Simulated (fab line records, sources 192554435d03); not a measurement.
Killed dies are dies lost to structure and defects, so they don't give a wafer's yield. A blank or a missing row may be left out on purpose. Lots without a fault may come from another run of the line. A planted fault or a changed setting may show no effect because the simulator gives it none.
Which tool did it? | flow n5_finfet | 10 lots, 29 wafers sampled, at 7 steps of a route of 1938

WHAT THE GAUGES READ, wafer by wafer
N5_FIN_SAQP_INSPECT_40: inspects for defects (brightfield). Usual: raw_defect_count 254, standard deviation 72.
lot  | measured    | on                | raw_defect_count | flag
L918 | day 2 03:52 | defect_inspect-02 | 276 360 309      |
L919 | day 2 15:40 | defect_inspect-01 | 239 360 401      |
L921 | day 2 21:40 | defect_inspect-02 | 184 313 163      |
L924 | day 3 14:10 | defect_inspect-01 | 409 310 237      |
L925 | day 3 21:26 | defect_inspect-01 | 219 285 221      |
L927 | day 4 07:55 | defect_inspect-01 | 259 250          |
L928 | day 4 17:30 | defect_inspect-01 | 202 188 179      |
L935 | day 6 08:51 | defect_inspect-01 | 781 735 867      | OFF
L936 | day 6 14:10 | defect_inspect-01 | 639 612 643      | OFF
L938 | day 7 04:32 | defect_inspect-02 | 267 425 213      |

N5_FIN_CUT_CD_MEAS_08: target cd 29.1 nm. Usual: cd_nm 29.1 nm, standard deviation 0.31.
lot  | measured    | on        | cd_nm (nm)     | flag
L918 | day 2 04:19 | cd_sem-02 | 29.0 29.0 29.0 |
L919 | day 2 16:05 | cd_sem-03 | 29.4 28.9 29.7 |
L921 | day 2 22:06 | cd_sem-01 | 29.0 29.0 29.5 |
L924 | day 3 14:35 | cd_sem-02 | 29.5 29.4 29.7 |
L925 | day 3 21:44 | cd_sem-01 | 29.4 29.1 29.1 |
L927 | day 4 08:13 | cd_sem-01 | 29.4 29.0      |
L928 | day 4 17:56 | cd_sem-02 | 29.6 29.7 29.6 |
L935 | day 6 09:17 | cd_sem-02 | 29.2 29.2 29.3 |
L936 | day 6 14:35 | cd_sem-01 | 29.3 29.6 29.2 |
L938 | day 7 04:50 | cd_sem-02 | 29.0 29.8 29.4 |

N5_FIN_CUT_INSPECT_10: inspects for defects (brightfield). Usual: raw_defect_count 46, standard deviation 13.
lot  | measured    | on                | raw_defect_count | flag
L918 | day 2 04:25 | defect_inspect-01 | 49 67 59         |
L919 | day 2 16:11 | defect_inspect-01 | 60 62 86         |
L921 | day 2 22:11 | defect_inspect-02 | 41 40 42         |
L924 | day 3 14:40 | defect_inspect-02 | 65 49 38         |
L925 | day 3 21:50 | defect_inspect-01 | 54 32 44         |
L927 | day 4 08:18 | defect_inspect-02 | 44 44            |
L928 | day 4 18:01 | defect_inspect-01 | 29 26 35         |
L935 | day 6 09:22 | defect_inspect-01 | 470 440 514      | OFF
L936 | day 6 14:41 | defect_inspect-01 | 444 419 468      | OFF
L938 | day 7 04:56 | defect_inspect-01 | 53 62 25         |

N5_FIN_CUT_INSPECT_17: inspects for defects (brightfield). Usual: raw_defect_count 259, standard deviation 71.
lot  | measured    | on                | raw_defect_count | flag
L918 | day 2 05:34 | defect_inspect-02 | 256 329 308      |
L919 | day 2 17:08 | defect_inspect-01 | 254 373 398      |
L921 | day 2 23:08 | defect_inspect-02 | 188 308 168      |
L924 | day 3 15:40 | defect_inspect-01 | 400 305 253      |
L925 | day 3 22:46 | defect_inspect-02 | 227 281 226      |
L927 | day 4 10:15 | defect_inspect-02 | 246 240          |
L928 | day 4 19:08 | defect_inspect-01 | 219 170 190      |
L935 | day 6 10:19 | defect_inspect-02 | 771 741 849      | OFF
L936 | day 6 15:38 | defect_inspect-02 | 616 606 641      | OFF
L938 | day 7 05:54 | defect_inspect-02 | 281 419 215      |

WHICH TOOL RAN EACH LOT (tool, then ch and the chambers of the sampled wafers, then the start)
lot  | N5_FIN_SAQP_SPACER2_ETCHBACK_29   | N5_FIN_SAQP_HM_OPEN_33            | N5_FIN_SAQP_FIN_ETCH_36
L918 | rie_diel-01 ch 2,3, day 2 02:59   | rie_diel-06 ch 1,3, day 2 03:19   | rie_si-04 ch 1,2, day 2 03:36
L919 | rie_diel-06 ch 1,2, day 2 14:49   | rie_diel-01 ch 1,3, day 2 15:07   | rie_si-04 ch 0,1,2, day 2 15:25
L921 | rie_diel-01 ch 0,2,3, day 2 20:50 | rie_diel-06 ch 0,1,2, day 2 21:08 | rie_si-01 ch 1,2,3, day 2 21:25
L924 | rie_diel-06 ch 0,1, day 3 13:14   | rie_diel-03 ch 0,1,2, day 3 13:37 | rie_si-05 ch 0,2,3, day 3 13:55
L925 | rie_diel-01 ch 0,3, day 3 20:37   | rie_diel-06 ch 0,2, day 3 20:54   | rie_si-05 ch 0,1,2, day 3 21:11
L927 | rie_diel-06 ch 0,3, day 4 07:07   | rie_diel-01 ch 0,1, day 4 07:22   | rie_si-05 ch 1,2, day 4 07:40
L928 | rie_diel-03 ch 0,1, day 4 16:38   | rie_diel-03 ch 0,2,3, day 4 16:58 | rie_si-01 ch 1,2, day 4 17:15
L935 | rie_diel-03 ch 0,2,3, day 6 08:02 | rie_diel-06 ch 0,1,2, day 6 08:19 | rie_si-01 ch 0,2, day 6 08:36
L936 | rie_diel-01 ch 0,3, day 6 13:16   | rie_diel-06 ch 0,2, day 6 13:38   | rie_si-05 ch 0,2,3, day 6 13:55
L938 | rie_diel-03 ch 0,2,3, day 7 03:23 | rie_diel-03 ch 1,2, day 7 03:59   | rie_si-04 ch 1,2,3, day 7 04:17
- N5_FIN_SAQP_SPACER2_ETCHBACK_29: etches SiO2 in CHF3/O2, target depth 12.2 nm, time 6.1 s.
- N5_FIN_SAQP_HM_OPEN_33: chemistry CH3F/O2, target SiNx, target depth 49.4 nm, time 70.6 s.
- N5_FIN_SAQP_FIN_ETCH_36: etches the open film in HBr/Cl2/O2, target depth 120 nm, time 50.4 s.

WHAT THE TOOLS THEMSELVES READ (means of the sampled wafers that have a number; where no wafer has one, the mark that the record gives instead)
N5_FIN_SAQP_SPACER2_ETCHBACK_29. Usual: drypump_motor_current_A 5.9 A, standard deviation 0.44; oes_f_703_au 0.77 a.u., standard deviation 0.066; oes_product_au 0.78 a.u., standard deviation 0.068; rf_vpp_V 520 V, standard deviation 15; showerhead_plenum_p_Torr 2.44 Torr, standard deviation 0.062; throttle_valve_pct 18.96 %, standard deviation 0.27.
lot  | tool        | drypump_motor_current_A (A) | oes_f_703_au (a.u.) | oes_product_au (a.u.) | rf_vpp_V (V) | showerhead_plenum_p_Torr (Torr) | throttle_valve_pct (%) | flag
L918 | rie_diel-01 | 6.2                         | 0.76                | 0.75                  | 534          | 2.43                            | 19.25                  |
L919 | rie_diel-06 | 6.1                         | 0.73                | 0.75                  | 526          | 2.47                            | 19.00                  |
L921 | rie_diel-01 | 6.3                         | 0.75                | 0.76                  | 530          | 2.47                            | 19.16                  |
L924 | rie_diel-06 | 6.0                         | 0.78                | 0.79                  | 512          | 2.53                            | 19.01                  |
L925 | rie_diel-01 | 6.2                         | 0.78                | 0.77                  | 535          | 2.44                            | 19.11                  |
L927 | rie_diel-06 | 5.5                         | 0.85                | 0.86                  | 513          | 2.52                            | 18.93                  |
L928 | rie_diel-03 | 5.9                         | 0.82                | 0.78                  | 501          | 2.44                            | 19.19                  |
L935 | rie_diel-03 | 5.9                         | 0.77                | 0.77                  | 515          | 2.39                            | 18.77                  |
L936 | rie_diel-01 | 6.2                         | 0.76                | 0.75                  | 535          | 2.43                            | 19.15                  |
L938 | rie_diel-03 | 5.9                         | 0.77                | 0.76                  | 515          | 2.38                            | 18.78                  |

N5_FIN_SAQP_HM_OPEN_33. Usual: drypump_motor_current_A 5.8 A, standard deviation 0.46; etch_rf_on_time_s 70.2 s, standard deviation 1.9; oes_f_703_au 0.77 a.u., standard deviation 0.061; oes_product_au 0.66 a.u., standard deviation 0.056; rf_vpp_V 295 V, standard deviation 7.9; showerhead_plenum_p_Torr 2.03 Torr, standard deviation 0.052; throttle_valve_pct 16.41 %, standard deviation 0.24.
lot  | tool        | drypump_motor_current_A (A) | etch_rf_on_time_s (s) | oes_f_703_au (a.u.) | oes_product_au (a.u.) | rf_vpp_V (V) | showerhead_plenum_p_Torr (Torr) | throttle_valve_pct (%) | flag
L918 | rie_diel-06 | 6.1                         | 71.7                  | 0.69                | 0.61                  | 301          | 2.08                            | 16.66                  |
L919 | rie_diel-01 | 6.0                         | 67.5                  | 0.77                | 0.65                  | 303          | 1.97                            | 16.53                  |
L921 | rie_diel-06 | 5.9                         | 70.7                  | 0.77                | 0.67                  | 291          | 2.06                            | 16.36                  |
L924 | rie_diel-03 | 5.7                         | 70.1                  | 0.80                | 0.68                  | 293          | 2.02                            | 16.38                  |
L925 | rie_diel-06 | 5.5                         | 69.3                  | 0.78                | 0.67                  | 286          | 2.03                            | 16.25                  |
L927 | rie_diel-01 | 6.2                         | 71.7                  | 0.74                | 0.66                  | 300          | 2.01                            | 16.35                  |
L928 | rie_diel-03 | 6.0                         | 69.0                  | 0.79                | 0.68                  | 293          | 1.99                            | 16.20                  |
L935 | rie_diel-06 | 5.9                         | 69.9                  | 0.75                | 0.64                  | 292          | 2.05                            | 16.43                  |
L936 | rie_diel-06 | 5.6                         | 71.4                  | 0.79                | 0.66                  | 286          | 2.07                            | 16.32                  |
L938 | rie_diel-03 | 5.4                         | 70.8                  | 0.80                | 0.68                  | 297          | 2.01                            | 16.34                  |

N5_FIN_SAQP_FIN_ETCH_36. Usual: drypump_motor_current_A 5.6 A, standard deviation 0.52; oes_product_au 0.997 a.u., standard deviation 0.017; throttle_valve_pct 36.0 %, standard deviation 0.37.
lot  | tool      | drypump_motor_current_A (A) | oes_product_au (a.u.) | throttle_valve_pct (%) | flag
L918 | rie_si-04 | 5.5                         | 1.011                 | 36.0                   |
L919 | rie_si-04 | 5.7                         | 0.994                 | 35.9                   |
L921 | rie_si-01 | 5.3                         | 0.999                 | 36.1                   |
L924 | rie_si-05 | 5.6                         | 0.981                 | 36.3                   |
L925 | rie_si-05 | 5.6                         | 0.984                 | 35.9                   |
L927 | rie_si-05 | 5.9                         | 1.011                 | 35.9                   |
L928 | rie_si-01 | 5.3                         | 0.997                 | 36.3                   |
L935 | rie_si-01 | 5.6                         | 1.011                 | 35.7                   |
L936 | rie_si-05 | 5.6                         | 0.984                 | 36.3                   |
L938 | rie_si-04 | 5.6                         | 1.008                 | 36.0                   |

THE ANSWER, worked out from the rows above alone
Rule: a lot is off if the mean of its wafers that have a number lies more than 3 standard deviations from the usual mean. A lot without any number at a reading at which 4 lots or more have one is off too. The other lots that the step has rows for count as sound. The gauges are gone through in route order, then the tools' own readings, and for those a lot's mean is taken as printed above. The first step at which some lot is off is used, and at that step the reading that is off furthest; a lot without a number counts as furthest.
Off: L935, L936, at N5_FIN_SAQP_INSPECT_40 (raw_defect_count).
A tool fits if, at a process step before that reading, it ran every lot that is off, and no sound lot after the first of them. The gauges at N5_FIN_SAQP_INSPECT_40 aren't tried: what is off there is off at N5_FIN_CUT_INSPECT_17 too, on other tools, and a gauge's error can't cause that. One fits: rie_diel-06 at N5_FIN_SAQP_HM_OPEN_33. Its last sound lot is L925 (day 3 20:54), its first lot that is off L935 (day 6 08:19): a fault that began between those two fits.

WHAT THE SIMULATOR HAD PUT IN
Chamber particle source: rie_diel-06, from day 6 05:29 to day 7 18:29, at N5_FIN_SAQP_HM_OPEN_33. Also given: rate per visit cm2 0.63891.
Lots struck among those shown: L935, L936. The rule above found the same.
